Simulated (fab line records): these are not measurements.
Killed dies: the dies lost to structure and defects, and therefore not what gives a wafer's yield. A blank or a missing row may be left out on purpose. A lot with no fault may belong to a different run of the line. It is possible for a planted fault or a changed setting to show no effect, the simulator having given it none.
Which tool did it? ; flow n5-finfet ; Sampling: 9 lots, 27 wafers, 5 of 1938 route steps

== WHAT EACH GAUGE READ, for each wafer ==
N5_SDB_INSPECT_36: inspects for defects (darkfield). Usual: raw-defect-count reads 42 (standard deviation 19).
lot;measured;on;raw-defect-count;flag
L482;day 4 01:43;defect-inspect-02;28 35 51;
L486;day 4 22:22;defect-inspect-01;11 14 9;
L488;day 5 12:47;defect-inspect-02;44 58 39;
L492;day 6 12:22;defect-inspect-01;54 60 26;
L495;day 7 07:11;defect-inspect-01;34 18 49;
L496;day 7 09:36;defect-inspect-01;44 24 39;
L498;day 7 22:52;defect-inspect-01;35 45 75;
L503;day 9 04:01;defect-inspect-01;29 47 18;
L504;day 9 12:34;defect-inspect-02;58 41 64;

N5_BEOL_M4_RC_MEAS_101. Usual: DIBL_N 36.1 mV/V, standard deviation 1.6; DIBL_P 35.8 mV/V, standard deviation 2.1; IOFF_N 0.16 nA/um, standard deviation 0.031; IOFF_P 0.21 nA/um, standard deviation 0.034; ION_N 673 uA/um, standard deviation 12; ION_P 461 uA/um, standard deviation 7.2; SS_N 71.4 mV/dec, standard deviation 0.59; SS_P 73.3 mV/dec, standard deviation 0.63; VT_N 250 mV, standard deviation 3.1; VT_P -250 mV, standard deviation 3.3.
lot;measured;on;DIBL_N (mV/V);DIBL_P (mV/V);IOFF_N (nA/um);IOFF_P (nA/um);ION_N (uA/um);ION_P (uA/um);SS_N (mV/dec);SS_P (mV/dec);VT_N (mV);VT_P (mV);flag
L482;day 8 07:15;prober-02;36.1 36.0 36.9;36.1 35.6 36.0;0.17 0.16 0.17;0.21 0.21 0.21;676 670 689;463 457 465;71.7 71.8 71.4;73.4 73.3 74.3;248 249 247;-253 -250 -252;
L486;day 9 09:04;prober-02;36.3 36.1 38.2;36.9 37.0 39.6;0.17 0.17 0.23;0.21 0.21 0.27;683 677 687;459 457 465;71.6 71.6 72.3;73.3 73.4 74.0;250 249 243;-253 -253 -249;
L488;day 9 18:20;prober-01;35.0 33.3 35.1;35.2 31.9 35.1;0.14 0.10 0.14;0.18 0.14 0.18;666 649 662;455 445 452;71.4 70.9 70.7;72.9 72.0 73.5;251 261 252;-255 -256 -255;
L492;day 10 18:57;prober-01;35.4 35.0 35.7;36.1 35.7 36.6;0.14 0.14 0.14;0.17 0.17 0.18;667 676 664;452 460 452;71.0 71.0 71.4;73.5 72.2 73.3;253 251 254;-256 -255 -255;
L498;day 12 10:47;prober-01;39.4 37.6 39.6;40.5 38.6 40.6;0.22 0.17 0.23;0.24 0.22 0.25;695 674 690;470 462 462;71.8 71.2 71.9;73.8 73.7 74.8;246 247 245;-250 -251 -252;
L503;day 13 12:44;prober-01;36.8 38.2 37.3;35.8 38.7 36.1;0.18 0.21 0.17;0.22 0.29 0.23;676 685 675;465 469 462;71.4 72.2 71.9;73.6 74.5 73.7;247 244 249;-247 -246 -249;
L504;day 13 13:10;prober-02;33.8 39.8 37.5;31.7 39.0 36.7;0.11 0.26 0.18;0.18 0.31 0.27;650 699 690;464 474 471;70.8 71.7 71.7;71.4 73.9 73.3;253 241 244;-249 -241 -244;

== TOOL THAT RAN EACH LOT (tool first, then ch and the chambers of the sampled wafers, then the start) ==
lot;N5_ILD0_ALD_15;N5_SDB_STRIP_21;N5_SDB_ETCH_25
L482;ald-sin-04 ch 0,2,3, day 3 18:38;rie-diel-02 ch 0,3, day 3 22:02;rie-diel-01 ch 0,2,3, day 3 22:23
L486;ald-sin-02 ch 1,2,3, day 4 15:26;rie-diel-04 ch 0,1,2, day 4 18:44;rie-diel-02 ch 0,1,3, day 4 19:03
L488;ald-sin-03 ch 0,2,3, day 5 05:49;rie-diel-01 ch 0,3, day 5 09:08;rie-diel-01 ch 0,2,3, day 5 09:28
L492;ald-sin-02 ch 1,2,3, day 6 04:59;rie-diel-01 ch 0,1, day 6 08:20;rie-diel-01 ch 0,2,3, day 6 08:55
L495;ald-sin-02 ch 0,1, day 7 00:06;rie-diel-02 ch 2,3, day 7 03:30;rie-diel-01 ch 1,2,3, day 7 03:52
L496;ald-sin-03 ch 1,3, day 7 02:40;rie-diel-01 ch 1,2, day 7 05:58;rie-diel-02 ch 0,1, day 7 06:17
L498;ald-sin-04 ch 0,1,2, day 7 15:20;rie-diel-04 ch 0,1, day 7 18:31;rie-diel-04 ch 0,2, day 7 19:32
L503;ald-sin-03 ch 0,1,2, day 8 21:05;rie-diel-04 ch 0,2, day 9 00:23;rie-diel-02 ch 0,2,3, day 9 00:42
L504;ald-sin-04 ch 0,1,3, day 9 05:10;rie-diel-04 ch 1,2, day 9 08:53;rie-diel-02 ch 1,2, day 9 09:15
- N5_ILD0_ALD_15: deposits SiNx, target thk 24 nm, pulse time 1 s, ald cycles 480.
- N5_SDB_STRIP_21: strips in CF4.
- N5_SDB_ETCH_25: etches SiO2 in C4F6/O2, target depth 10 nm, time 3.3 s.

== AS READ BY THE TOOLS THEMSELVES (means over the sampled wafers that have a number; for cases with no such wafer, the mark the record gives instead) ==
N5_ILD0_ALD_15. Usual: heater-power-w 862 W, standard deviation 72; precursor-pulse-height-rel 0.999, standard deviation 0.02.
lot;tool;heater-power-w (W);precursor-pulse-height-rel;flag
L482;ald-sin-04;944;1.007;
L486;ald-sin-02;824;0.997;
L488;ald-sin-03;846;1.009;
L492;ald-sin-02;824;1.004;
L495;ald-sin-02;884;1.009;
L496;ald-sin-03;807;0.981;
L498;ald-sin-04;907;0.988;
L503;ald-sin-03;830;0.989;
L504;ald-sin-04;857;0.995;

N5_SDB_STRIP_21. Usual: bias-power-w 75.02 W, standard deviation 0.23; drypump-motor-current-A 5.8 A, standard deviation 0.44; oes-product-au 0.76 a.u., standard deviation 0.055; rf-vpp-V 271.3 V, standard deviation 1.3; showerhead-plenum-p-Torr 1.80 Torr, standard deviation 0.045; throttle-valve-pct 13.61 %, standard deviation 0.22.
lot;tool;bias-power-w (W);drypump-motor-current-A (A);oes-product-au (a.u.);rf-vpp-V (V);showerhead-plenum-p-Torr (Torr);throttle-valve-pct (%);flag
L482;rie-diel-02;75.07;5.9;0.70;271.7;1.83;13.80;
L486;rie-diel-04;74.97;5.6;0.80;271.1;1.80;13.42;
L488;rie-diel-01;74.85;6.2;0.74;271.5;1.76;13.55;
L492;rie-diel-01;75.02;6.1;0.82;271.4;1.79;13.57;
L495;rie-diel-02;74.74;5.7;0.72;271.4;1.82;13.68;
L496;rie-diel-01;75.05;6.0;0.83;270.5;1.80;13.63;
L498;rie-diel-04;75.04;5.4;0.74;270.9;1.78;13.58;
L503;rie-diel-04;75.17;5.8;0.75;270.7;1.79;13.39;
L504;rie-diel-04;75.17;5.7;0.78;270.7;1.80;13.51;

N5_SDB_ETCH_25. Usual: C4F6_flow_sccm 10.00 sccm, standard deviation 0.032; O2_flow_sccm 9.999 sccm, standard deviation 0.028; drypump-motor-current-A 5.9 A, standard deviation 0.46; oes-product-au 0.78 a.u., standard deviation 0.064; rf-vpp-V 663 V, standard deviation 9.6; showerhead-plenum-p-Torr 2.87 Torr, standard deviation 0.075; throttle-valve-pct 21.27 %, standard deviation 0.24.
lot;tool;C4F6_flow_sccm (sccm);O2_flow_sccm (sccm);drypump-motor-current-A (A);oes-product-au (a.u.);rf-vpp-V (V);showerhead-plenum-p-Torr (Torr);throttle-valve-pct (%);flag
L482;rie-diel-01;9.98;9.996;6.1;0.78;665;2.81;21.15;
L486;rie-diel-02;9.98;9.988;5.8;0.74;659;2.90;21.34;
L488;rie-diel-01;9.99;10.003;6.1;0.76;666;2.81;21.17;
L492;rie-diel-01;9.99;10.001;6.1;0.75;666;2.80;21.18;
L495;rie-diel-01;-;-;-;-;-;-;-;OFF
L496;rie-diel-02;-;-;-;-;-;-;-;OFF
L498;rie-diel-04;10.02;10.005;5.5;0.74;650;2.85;21.12;
L503;rie-diel-02;10.04;10.025;6.0;0.78;660;2.92;21.36;
L504;rie-diel-02;10.02;9.987;6.3;0.74;658;2.94;21.62;

== THE ANSWER, worked out from the rows above alone ==
Rule: a lot counts as off when the mean over its wafers that have a number is more than 3 standard deviations away from the usual mean. A lot without any number at a reading at which 4 lots or more have one is off too. Any other lot the step has rows for is counted as sound. The gauges are gone through in route order, then the tools' own readings, and for those a lot's mean is taken as printed above. At the first step where some lot is off, the reading lying furthest off is the one used; lots without a number count as furthest.
Off: L495, L496, at N5_SDB_ETCH_25 (C4F6_flow_sccm). Without a number there: L495, L496.
A tool fits if, at that step or a process step before it, it ran every lot that is off, and no sound lot after the first of them. Not one of the candidates tried fits.

== WHAT WAS PUT IN BY THE SIMULATOR ==
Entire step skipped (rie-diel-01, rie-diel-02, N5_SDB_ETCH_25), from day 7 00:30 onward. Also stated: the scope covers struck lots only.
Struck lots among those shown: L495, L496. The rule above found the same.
